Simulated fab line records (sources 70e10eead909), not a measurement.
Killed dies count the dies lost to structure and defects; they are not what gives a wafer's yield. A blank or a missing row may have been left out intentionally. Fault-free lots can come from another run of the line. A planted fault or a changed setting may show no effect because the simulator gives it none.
fab line records :: flow nandHarc :: part 2 of 2: steps 30 to 44 of 44
[record]
  lots = 5
  wafers = 15
  lastDay = 22
route steps=1159 shown A_STAIRCASE@639
lots untouched by any fault: they come from a run of this same line in which no faults occurred
startH: hours from the record's opening day to when the first of the lot's shown wafers began :: waitH: hours elapsed since this lot's preceding step :: " identical to the entry in the row above :: L1.1+2: a single row standing in for several wafers :: - value missing, or start not given :: * or withheld: withheld :: < > ~ a bound
route shown NAME@n: NAME is a module with steps in the file, n the number in the route of the first one :: usual: mean/standard deviation taken from wafers without a fault :: same: alike in all rows :: chamber/n: place in a boat :: sites: readings site by site :: _std_site: standard deviation of those values :: _edge_site: mean of outer sites minus mean of inner sites :: radiusMm: how far each site lies from the wafer's centre :: mask NAME#n: copy n :: behind: the last tool/chamber to shape the wafer :: hold: why the lot went on hold/how many hours it stayed there/how the hold came to an end :: device: names the non-switching transistor (n, p or np) :: end of line: the same wafers' tests at the end of the route :: for a step that has no rows: nothing shown but its recipe :: killed: count of dies lost to structure and defects at first sort (not the wafer's yield) :: map: dies across one wafer; x = killed, . = not, _ = none there
set.NAME: the run value of the setting; set.NAME@STEP: its run value at that earlier step :: model.NAME: the simulator's own value behind a step, which no gauge read
certain route steps with their lots: each step a table, each wafer a row
services: from which hour (startH, from the record's first day; less than 0 if before it) a tool's chamber was out of use, for how many hours, and why
[[steps]]
[step NHARC_A_STAIRCASE_STRIP_295]
[recipe]
  o2FlowSccm = 500
  arFlowSccm = 0
  biasW = 0
  chemistry = O2
[usual]
  drypumpMotorCurrentA = 5.8/0.49
  oesProductAu = 0.995/0.011
  rfVppV = 57.8/0.83
  showerheadPlenumPTorr = 3.51/0.12
  throttleValvePct = 17.038/0.0095
lot.wafer: L076.3
tool: rieDiel-08
chamber: 0
startH: -
waitH: -
drypumpMotorCurrentA: 5.8
oesProductAu: 0.993
rfHoursCounterH: 43
rfVppV: 58.1
showerheadPlenumPTorr: 3.41
throttleValvePct: 17.034

lot.wafer: L076.2
tool: rieDiel-08
chamber: 2
startH: -
waitH: -
drypumpMotorCurrentA: 5.8
oesProductAu: 1.009
rfHoursCounterH: 46
rfVppV: 57.5
showerheadPlenumPTorr: 3.32
throttleValvePct: 17.046

lot.wafer: L076.6
tool: rieDiel-08
chamber: 0
startH: -
waitH: -
drypumpMotorCurrentA: 5.8
oesProductAu: 1.001
rfHoursCounterH: -
rfVppV: 56.1
showerheadPlenumPTorr: 3.41
throttleValvePct: 17.034

lot.wafer: L082.2
tool: rieDiel-06
chamber: 3
startH: -
waitH: -
drypumpMotorCurrentA: 6.2
oesProductAu: 1.006
rfHoursCounterH: 17
rfVppV: 57.4
showerheadPlenumPTorr: 3.67
throttleValvePct: 17.041

lot.wafer: L082.4
tool: rieDiel-06
chamber: 1
startH: -
waitH: -
drypumpMotorCurrentA: 5.9
oesProductAu: 0.992
rfHoursCounterH: 16
rfVppV: 58.4
showerheadPlenumPTorr: 3.64
throttleValvePct: 17.041

lot.wafer: L082.6
tool: rieDiel-06
chamber: 0
startH: -
waitH: -
drypumpMotorCurrentA: 5.2
oesProductAu: 0.991
rfHoursCounterH: -
rfVppV: 57.5
showerheadPlenumPTorr: 3.47
throttleValvePct: 17.030

lot.wafer: L081.3
tool: rieDiel-12
chamber: 2
startH: -
waitH: -
drypumpMotorCurrentA: 5.5
oesProductAu: 1.000
rfHoursCounterH: 38
rfVppV: 57.5
showerheadPlenumPTorr: 3.52
throttleValvePct: 17.016

lot.wafer: L081.4
tool: rieDiel-12
chamber: 3
startH: -
waitH: -
drypumpMotorCurrentA: 4.7
oesProductAu: 0.987
rfHoursCounterH: 38
rfVppV: 56.9
showerheadPlenumPTorr: 3.43
throttleValvePct: 17.049

lot.wafer: L081.6
tool: rieDiel-12
chamber: 1
startH: -
waitH: -
drypumpMotorCurrentA: 6.0
oesProductAu: 0.980
rfHoursCounterH: -
rfVppV: 59.2
showerheadPlenumPTorr: 3.65
throttleValvePct: 17.039

lot.wafer: L085.3
tool: rieDiel-06
chamber: 2
startH: -
waitH: -
drypumpMotorCurrentA: 6.1
oesProductAu: 1.012
rfHoursCounterH: 26
rfVppV: 58.9
showerheadPlenumPTorr: 3.60
throttleValvePct: 17.035

lot.wafer: L085.2
tool: rieDiel-06
chamber: 0
startH: -
waitH: -
drypumpMotorCurrentA: 5.2
oesProductAu: 0.998
rfHoursCounterH: 26
rfVppV: 59.2
showerheadPlenumPTorr: 3.46
throttleValvePct: 17.042

lot.wafer: L085.4
tool: rieDiel-06
chamber: 1
startH: -
waitH: -
drypumpMotorCurrentA: 5.8
oesProductAu: 0.997
rfHoursCounterH: 23
rfVppV: 58.5
showerheadPlenumPTorr: 3.64
throttleValvePct: 17.015

lot.wafer: L088.1
tool: rieDiel-08
chamber: 3
startH: -
waitH: -
drypumpMotorCurrentA: 5.2
oesProductAu: 0.991
rfHoursCounterH: 10
rfVppV: 57.4
showerheadPlenumPTorr: 3.46
throttleValvePct: 17.036

lot.wafer: L088.3
tool: rieDiel-08
chamber: 2
startH: -
waitH: -
drypumpMotorCurrentA: 5.8
oesProductAu: 1.003
rfHoursCounterH: 10
rfVppV: 57.6
showerheadPlenumPTorr: 3.31
throttleValvePct: 17.038

lot.wafer: L088.5
tool: rieDiel-08
chamber: 3
startH: -
waitH: -
drypumpMotorCurrentA: 5.2
oesProductAu: 1.002
rfHoursCounterH: -
rfVppV: 56.3
showerheadPlenumPTorr: 3.46
throttleValvePct: 17.041
[step NHARC_A_STAIRCASE_STRIP_296]
[recipe]
  timeS = 900
  tempC = 130
  chemistry = SPM
lot.wafer: L076.6+2+3
tool: wetBench-02
chamber: 6,7,0
startH: 267.75
waitH: -

lot.wafer: L082.4+2+6
tool: wetBench-03
chamber: 0,1,2
startH: 294.39
waitH: -

lot.wafer: L081.4+6+3
tool: wetBench-02
chamber: 3,4,5
startH: 304.59
waitH: -

lot.wafer: L085.2+4+3
tool: wetBench-02
chamber: 7,1,2
startH: 315.75
waitH: -

lot.wafer: L088.5+3+1
tool: wetBench-02
chamber: 4,6,1
startH: 337.69
waitH: -
[step NHARC_A_STAIRCASE_PRECLEAN_297]
[recipe]
  timeS = *
  tempC = 50
  bathAgeMin = 0
  chemistry = SC1
[usual]
  diwFlowMLMin = 1415/4.3
[same]
  bathAgeMin = 0
lot.wafer: L076.6
tool: wetBench-02
chamber: 6
startH: -
waitH: -
diwFlowMLMin: 1417

lot.wafer: L076.2
tool: wetBench-02
chamber: 7
startH: -
waitH: -
diwFlowMLMin: 1410

lot.wafer: L076.3
tool: wetBench-02
chamber: 0
startH: -
waitH: -
diwFlowMLMin: 1422

lot.wafer: L082.4
tool: wetBench-03
chamber: 0
startH: -
waitH: -
diwFlowMLMin: 1419

lot.wafer: L082.2
tool: wetBench-03
chamber: 1
startH: -
waitH: -
diwFlowMLMin: 1424

lot.wafer: L082.6
tool: wetBench-03
chamber: 2
startH: -
waitH: -
diwFlowMLMin: 1417

lot.wafer: L081.4
tool: wetBench-02
chamber: 3
startH: -
waitH: -
diwFlowMLMin: 1420

lot.wafer: L081.6
tool: wetBench-02
chamber: 4
startH: -
waitH: -
diwFlowMLMin: 1417

lot.wafer: L081.3
tool: wetBench-02
chamber: 5
startH: -
waitH: -
diwFlowMLMin: 1417

lot.wafer: L085.2
tool: wetBench-02
chamber: 7
startH: -
waitH: -
diwFlowMLMin: 1418

lot.wafer: L085.4
tool: wetBench-02
chamber: 1
startH: -
waitH: -
diwFlowMLMin: 1408

lot.wafer: L085.3
tool: wetBench-02
chamber: 2
startH: -
waitH: -
diwFlowMLMin: 1410

lot.wafer: L088.5
tool: wetBench-02
chamber: 4
startH: -
waitH: -
diwFlowMLMin: 1411

lot.wafer: L088.3
tool: wetBench-02
chamber: 6
startH: -
waitH: -
diwFlowMLMin: 1410

lot.wafer: L088.1
tool: wetBench-02
chamber: 1
startH: -
waitH: -
diwFlowMLMin: 1413
[step NHARC_A_STAIRCASE_SRD_298]
lot.wafer: L076.6+2+3
tool: wetBench-02
chamber: 6,7,0
startH: -
waitH: -

lot.wafer: L082.4+2+6
tool: wetBench-03
chamber: 0,1,2
startH: -
waitH: -

lot.wafer: L081.4+6+3
tool: wetBench-02
chamber: 3,4,5
startH: -
waitH: -

lot.wafer: L085.2+4+3
tool: wetBench-02
chamber: 7,1,2
startH: -
waitH: -

lot.wafer: L088.5+3+1
tool: wetBench-02
chamber: 4,6,1
startH: -
waitH: -
[step NHARC_A_STAIRCASE_HM_DEP_462]
[recipe]
  targetThkA = 8000
  tempC = 400
  material = aC
[usual]
  throttleValvePct = 35.001/0.0097
lot.wafer: L076.2
tool: aclDep-03
chamber: 0
startH: 268.56
waitH: 0.4
throttleValvePct: 35.013

lot.wafer: L076.3
tool: aclDep-03
chamber: 0
startH: 268.56
waitH: 0.4
throttleValvePct: 34.999

lot.wafer: L076.6
tool: aclDep-03
chamber: 0
startH: 268.56
waitH: 0.4
throttleValvePct: 34.996

lot.wafer: L082.2
tool: aclDep-03
chamber: 0
startH: 295.20
waitH: 0.4
throttleValvePct: 35.006

lot.wafer: L082.4
tool: aclDep-03
chamber: 0
startH: 295.20
waitH: 0.4
throttleValvePct: 34.995

lot.wafer: L082.6
tool: aclDep-03
chamber: 0
startH: 295.20
waitH: 0.4
throttleValvePct: 34.989

lot.wafer: L081.3
tool: aclDep-02
chamber: 0
startH: 306.25
waitH: 1.2
throttleValvePct: 35.019

lot.wafer: L081.4
tool: aclDep-02
chamber: 0
startH: 306.25
waitH: 1.2
throttleValvePct: 35.006

lot.wafer: L081.6
tool: aclDep-02
chamber: 0
startH: 306.25
waitH: 1.2
throttleValvePct: 34.991

lot.wafer: L085.2
tool: aclDep-03
chamber: 0
startH: 316.56
waitH: 0.4
throttleValvePct: 35.011

lot.wafer: L085.3
tool: aclDep-03
chamber: 0
startH: 316.56
waitH: 0.4
throttleValvePct: 35.010

lot.wafer: L085.4
tool: aclDep-03
chamber: 0
startH: 316.56
waitH: 0.4
throttleValvePct: 35.019

lot.wafer: L088.1
tool: aclDep-02
chamber: 0
startH: 338.36
waitH: 0.2
throttleValvePct: 34.999

lot.wafer: L088.3
tool: aclDep-02
chamber: 0
startH: 338.36
waitH: 0.2
throttleValvePct: 35.008

lot.wafer: L088.5
tool: aclDep-02
chamber: 0
startH: 338.36
waitH: 0.2
throttleValvePct: 34.989
[step NHARC_A_STAIRCASE_DEP_301]
[recipe]
  targetThkA = 300
  targetThkNm = 30
  tempC = 400
  pressureTorr = 3.5
  flowSccm = 200
  rfW = 350
  material = SiON
[usual]
  heaterPowerOuterW = 451/57
  heaterPowerW = 753/73
lot.wafer: L076.2
tool: pecvd-01
chamber: 2
startH: 270.09
waitH: 1.2
heaterPowerOuterW: 387
heaterPowerW: 678

lot.wafer: L076.3
tool: pecvd-01
chamber: 0
startH: 270.09
waitH: 1.2
heaterPowerOuterW: 386
heaterPowerW: 690

lot.wafer: L076.6
tool: pecvd-01
chamber: 2
startH: 270.09
waitH: 1.2
heaterPowerOuterW: 398
heaterPowerW: 680

lot.wafer: L082.2
tool: pecvd-02
chamber: 0
startH: 296.82
waitH: 1.3
heaterPowerOuterW: 516
heaterPowerW: 831

lot.wafer: L082.4
tool: pecvd-02
chamber: 0
startH: 296.82
waitH: 1.3
heaterPowerOuterW: 525
heaterPowerW: 841

lot.wafer: L082.6
tool: pecvd-02
chamber: 1
startH: 296.82
waitH: 1.3
heaterPowerOuterW: 426
heaterPowerW: 772

lot.wafer: L081.3
tool: pecvd-04
chamber: 1
startH: 307.50
waitH: 0.9
heaterPowerOuterW: 495
heaterPowerW: 874

lot.wafer: L081.4
tool: pecvd-04
chamber: 0
startH: 307.50
waitH: 0.9
heaterPowerOuterW: 550
heaterPowerW: 861

lot.wafer: L081.6
tool: pecvd-04
chamber: 2
startH: 307.50
waitH: 0.9
heaterPowerOuterW: 434
heaterPowerW: 687

lot.wafer: L085.3
tool: pecvd-04
chamber: 2
startH: 318.16
waitH: 1.0
heaterPowerOuterW: 513
heaterPowerW: 814

lot.wafer: L085.2
tool: pecvd-04
chamber: 0
startH: 318.16
waitH: 1.0
heaterPowerOuterW: 540
heaterPowerW: 853

lot.wafer: L085.4
tool: pecvd-04
chamber: 1
startH: 318.16
waitH: 1.0
heaterPowerOuterW: 448
heaterPowerW: 798

lot.wafer: L088.1
tool: pecvd-04
chamber: 1
startH: 340.45
waitH: 1.8
heaterPowerOuterW: 432
heaterPowerW: 797

lot.wafer: L088.3
tool: pecvd-04
chamber: 2
startH: 340.45
waitH: 1.8
heaterPowerOuterW: 513
heaterPowerW: 834

lot.wafer: L088.5
tool: pecvd-04
chamber: 2
startH: 340.45
waitH: 1.8
heaterPowerOuterW: 510
heaterPowerW: 812
[step NHARC_A_STAIRCASE_DEHYDRATE_302]
[recipe]
  tempC = 150
  timeS = 120
lot.wafer: L076.2+3+6
tool: lithoTrack-02
chamber: 0
startH: 270.36
waitH: 0.2

lot.wafer: L082.2+4+6
tool: lithoTrack-07
chamber: 0
startH: 297.07
waitH: 0.2

lot.wafer: L081.3+4+6
tool: lithoTrack-05
chamber: 0
startH: 307.74
waitH: 0.2

lot.wafer: L085.2+3+4
tool: lithoTrack-07
chamber: 0
startH: 318.40
waitH: 0.2

lot.wafer: L088.1+3+5
tool: lithoTrack-05
chamber: 0
startH: 340.73
waitH: 0.2
[step NHARC_A_STAIRCASE_HMDS_303]
[recipe]
  timeS = 30
lot.wafer: L076.2+3+6
tool: lithoTrack-02
chamber: 0
startH: -
waitH: -

lot.wafer: L082.2+4+6
tool: lithoTrack-07
chamber: 0
startH: -
waitH: -

lot.wafer: L081.3+4+6
tool: lithoTrack-05
chamber: 0
startH: -
waitH: -

lot.wafer: L085.2+3+4
tool: lithoTrack-07
chamber: 0
startH: -
waitH: -

lot.wafer: L088.1+3+5
tool: lithoTrack-05
chamber: 0
startH: -
waitH: -
[step NHARC_A_STAIRCASE_COAT_304]
[recipe]
  spinRpm = 1200
lot.wafer: L076.2+3+6
tool: lithoTrack-02
chamber: 0
startH: -
waitH: -

lot.wafer: L082.2+4+6
tool: lithoTrack-07
chamber: 0
startH: -
waitH: -

lot.wafer: L081.3+4+6
tool: lithoTrack-05
chamber: 0
startH: -
waitH: -

lot.wafer: L085.2+3+4
tool: lithoTrack-07
chamber: 0
startH: -
waitH: -

lot.wafer: L088.1+3+5
tool: lithoTrack-05
chamber: 0
startH: -
waitH: -
[step NHARC_A_STAIRCASE_SOFTBAKE_305]
[recipe]
  tempC = 135
  timeS = 170
lot.wafer: L076.2+3+6
tool: lithoTrack-02
chamber: 0
startH: -
waitH: -

lot.wafer: L082.2+4+6
tool: lithoTrack-07
chamber: 0
startH: -
waitH: -

lot.wafer: L081.3+4+6
tool: lithoTrack-05
chamber: 0
startH: -
waitH: -

lot.wafer: L085.2+3+4
tool: lithoTrack-07
chamber: 0
startH: -
waitH: -

lot.wafer: L088.1+3+5
tool: lithoTrack-05
chamber: 0
startH: -
waitH: -
[step NHARC_A_STAIRCASE_EBR_306]
lot.wafer: L076.2+3+6
tool: lithoTrack-02
chamber: 0
startH: -
waitH: -

lot.wafer: L082.2+4+6
tool: lithoTrack-07
chamber: 0
startH: -
waitH: -

lot.wafer: L081.3+4+6
tool: lithoTrack-05
chamber: 0
startH: -
waitH: -

lot.wafer: L085.2+3+4
tool: lithoTrack-07
chamber: 0
startH: -
waitH: -

lot.wafer: L088.1+3+5
tool: lithoTrack-05
chamber: 0
startH: -
waitH: -
[step NHARC_A_STAIRCASE_EXPOSE_307]
[recipe]
  na = 0.5
  doseMj = 45.72
  maskId = CHOP_50
lot.wafer: L076.2+3+6
tool: krfScanner-03
chamber: 0
startH: 270.69
waitH: -
mask: CHOP_50#0

lot.wafer: L082.2+4+6
tool: krfScanner-04
chamber: 0
startH: 297.40
waitH: -
mask: CHOP_50#0

lot.wafer: L081.3+4+6
tool: krfScanner-02
chamber: 0
startH: 308.09
waitH: -
mask: CHOP_50#0

lot.wafer: L085.2+3+4
tool: krfScanner-02
chamber: 0
startH: 318.62
waitH: -
mask: CHOP_50#0

lot.wafer: L088.1+3+5
tool: krfScanner-04
chamber: 0
startH: 341.06
waitH: -
mask: CHOP_50#0
[step NHARC_A_STAIRCASE_PEB_308]
[recipe]
  pebTempC = 115
  pebTimeS = 130
lot.wafer: L076.2+3+6
tool: lithoTrack-05
chamber: 0
startH: 270.76
waitH: 0.1

lot.wafer: L082.2+4+6
tool: lithoTrack-02
chamber: 0
startH: 297.47
waitH: 0.1

lot.wafer: L081.3+4+6
tool: lithoTrack-02
chamber: 0
startH: 308.15
waitH: 0.1

lot.wafer: L085.2+3+4
tool: lithoTrack-07
chamber: 0
startH: 318.68
waitH: 0.1

lot.wafer: L088.1+3+5
tool: lithoTrack-07
chamber: 0
startH: 341.13
waitH: 0.1
[step NHARC_A_STAIRCASE_DEVELOP_309]
[recipe]
  timeS = 140
lot.wafer: L076.2+3+6
tool: lithoTrack-05
chamber: 0
startH: -
waitH: -

lot.wafer: L082.2+4+6
tool: lithoTrack-02
chamber: 0
startH: -
waitH: -

lot.wafer: L081.3+4+6
tool: lithoTrack-02
chamber: 0
startH: -
waitH: -

lot.wafer: L085.2+3+4
tool: lithoTrack-07
chamber: 0
startH: -
waitH: -

lot.wafer: L088.1+3+5
tool: lithoTrack-07
chamber: 0
startH: -
waitH: -
[step NHARC_A_STAIRCASE_HARDBAKE_311]
[recipe]
  tempC = 120
  timeS = 140
lot.wafer: L076.2+3+6
tool: lithoTrack-07
chamber: 0
startH: 270.99
waitH: -

lot.wafer: L082.2+4+6
tool: lithoTrack-02
chamber: 0
startH: 297.69
waitH: -

lot.wafer: L081.3+4+6
tool: lithoTrack-05
chamber: 0
startH: 308.39
waitH: -

lot.wafer: L085.2+3+4
tool: lithoTrack-07
chamber: 0
startH: 318.90
waitH: -

lot.wafer: L088.1+3+5
tool: lithoTrack-05
chamber: 0
startH: 341.34
waitH: -
[[services]]
tool: pecvd-01
chamber: -
startH: 237.19
hours: 13.0
kind: pm

tool: krfScanner-02
chamber: -
startH: 237.91
hours: 0.3
kind: repair

tool: rieDiel-08
chamber: 3
startH: 240.57
hours: 5.9
kind: repair

tool: rieDiel-06
chamber: -
startH: 241.21
hours: 9.0
kind: pm

tool: rieDiel-08
chamber: 2
startH: 245.58
hours: 13.5
kind: repair

tool: krfScanner-03
chamber: -
startH: 247.52
hours: 1.1
kind: repair

tool: plasmaAsher-01
chamber: -
startH: 270.94
hours: 4.8
kind: repair

tool: rieDiel-12
chamber: 2
startH: 271.12
hours: 2.6
kind: repair

tool: plasmaAsher-01
chamber: -
startH: 276.00
hours: 9.0
kind: pm

tool: pecvd-02
chamber: 0
startH: 279.08
hours: 2.8
kind: repair

tool: pecvd-02
chamber: 2
startH: 279.40
hours: 2.9
kind: repair

tool: plasmaAsher-01
chamber: -
startH: 287.88
hours: 5.8
kind: repair

tool: rieDiel-06
chamber: -
startH: 289.23
hours: 1.7
kind: repair

tool: aclDep-01
chamber: -
startH: 295.86
hours: 13.0
kind: pm

tool: krfScanner-04
chamber: -
startH: 298.02
hours: 4.0
kind: pm

tool: rieDiel-08
chamber: -
startH: 301.88
hours: 9.0
kind: pm

tool: rieDiel-06
chamber: 1
startH: 302.71
hours: 4.0
kind: repair

tool: wetBench-06
chamber: -
startH: 305.60
hours: 8.0
kind: pm

tool: wetBench-03
chamber: -
startH: 322.40
hours: 8.0
kind: pm

tool: krfScanner-04
chamber: -
startH: 325.27
hours: 0.6
kind: repair

tool: pecvd-02
chamber: -
startH: 334.48
hours: 13.0
kind: pm

tool: krfScanner-03
chamber: -
startH: 335.41
hours: 1.5
kind: repair

tool: krfScanner-03
chamber: -
startH: 340.00
hours: 4.0
kind: pm

tool: lithoTrack-02
chamber: -
startH: 340.00
hours: 7.0
kind: pm
